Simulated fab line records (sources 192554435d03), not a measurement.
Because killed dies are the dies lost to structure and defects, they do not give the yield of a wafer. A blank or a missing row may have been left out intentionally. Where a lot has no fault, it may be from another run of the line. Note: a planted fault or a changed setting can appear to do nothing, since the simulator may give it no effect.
One fault seen from 2 desks ; flow n5 finfet ; every desk sees just its own numbers, and what lay behind them comes last

== DESK OF THE TOOL OWNER: euv scanner-01 ==
The tool's own readings at N5_MOL_CONTACT_COAG_EXPOSE_05 (exposes mask CA, defocus 0 nm): means of the sampled wafers that have a number, for each lot that ran on this tool. A lot is out of limits, marked OUT, if its mean lies more than 4 standard deviations from the usual mean; the brackets give that distance.
Columns: A = exposure dose mJ cm2 at N5_MOL_CONTACT_COAG_EXPOSE_05, usual 38.22; B = stage msd nm at N5_MOL_CONTACT_COAG_EXPOSE_05, usual 0.865 nm
lot;first seen here;A;B
L965;day 4 22:14;38.22;0.872
L969;day 5 21:56;38.20;0.867
L971;day 6 08:40;38.99 (+21) OUT;0.866
L973;day 6 21:07;39.63 (+38) OUT;0.865
L987;day 10 07:54;38.27;0.852
L986;day 10 11:46;38.27;0.849
This desk's verdict: out of limits on L971, L973, starting with L971 at day 6 08:40 (exposure dose mJ cm2 at N5_MOL_CONTACT_COAG_EXPOSE_05). In limits: L965, L969, L987, L986.

== METROLOGY DESK ==
Lot by lot, what the gauges showed, no matter which tool ran the lot: averages of those sampled wafers that carry a number. A lot is out of limits, marked OUT, if its mean lies more than 4 standard deviations from the usual mean; the brackets give that distance. 7 of its 17 readings are shown: the first one out of limits and those lying furthest out on some lot.
Columns: A = cd nm at N5_MOL_CONTACT_COAG_CD_MEAS_08, usual 28.01 nm; B = cd nm at N5_MOL_CONTACT_COAG_CD_MEAS_99, usual 17.18 nm; C = RC_DENSE_N at N5_BEOL_M4_RC_MEAS_101, usual 18.97 ohm.um; D = RC_DENSE_P at N5_BEOL_M4_RC_MEAS_101, usual 23.7 ohm.um; E = RC_N at N5_BEOL_M4_RC_MEAS_101, usual 15.45 ohm.um; F = RC_P at N5_BEOL_M4_RC_MEAS_101, usual 19.3 ohm.um; G = SS_N at N5_BEOL_M4_RC_MEAS_101, usual 71.5 mV/dec
lot;first seen here;A;B;C;D;E;F;G
L965;day 4 21:19;27.98;17.08;18.86;23.6;15.36;19.3;72.5
L969;day 5 21:02;27.84;17.32;18.88;23.4;15.44;19.1;71.5
L971;day 6 07:36;24.98 (-12) OUT;13.84 (-12) OUT;21.95 (+9.9) OUT;27.6 (+10) OUT;17.77 (+10) OUT;22.3 (+9.7) OUT;71.3
L973;day 6 20:05;26.18 (-7.3) OUT;15.47 (-6.3) OUT;22.31 (+11) OUT;28.0 (+11) OUT;17.94 (+11) OUT;22.7 (+11) OUT;71.6
L976;day 7 14:30;27.81;17.18;19.09;23.7;15.46;19.4;71.4
L984;day 9 13:01;27.82;17.14;18.91;23.8;15.45;19.4;70.6
L985;day 10 03:22;28.14;17.09;19.06;23.9;15.58;19.4;71.2
L987;day 10 06:51;27.96;17.24;19.21;24.0;15.63;19.7;71.7
L986;day 10 10:51;27.90;17.39;19.11;23.8;15.65;19.4;71.4
This desk's verdict: out of limits on L971, L973, starting with L971 at day 6 08:48 (cd nm at N5_MOL_CONTACT_COAG_CD_MEAS_08). In limits: L965, L969, L976, L984, L985, L987, L986.

== TAKEN TOGETHER ==
The tool owner's desk could have raised an alarm at day 6 08:40, on L971, L973.
L971, L973 would have let the metrology desk raise an alarm at day 6 08:48.
The lots listed all ran N5_MOL_CONTACT_COAG_EXPOSE_05 on euv scanner-01.

== WHAT THE SIMULATOR HAD PUT IN ==
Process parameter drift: euv scanner-01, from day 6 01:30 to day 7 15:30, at N5_MOL_CONTACT_COAG_EXPOSE_05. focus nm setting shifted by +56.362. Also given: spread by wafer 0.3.
Struck lots among those shown: L971, L973.
Counting hours from when the fault started, the first reading out of limits came at 7 for the tool owner's desk and at 7 for the metrology desk.
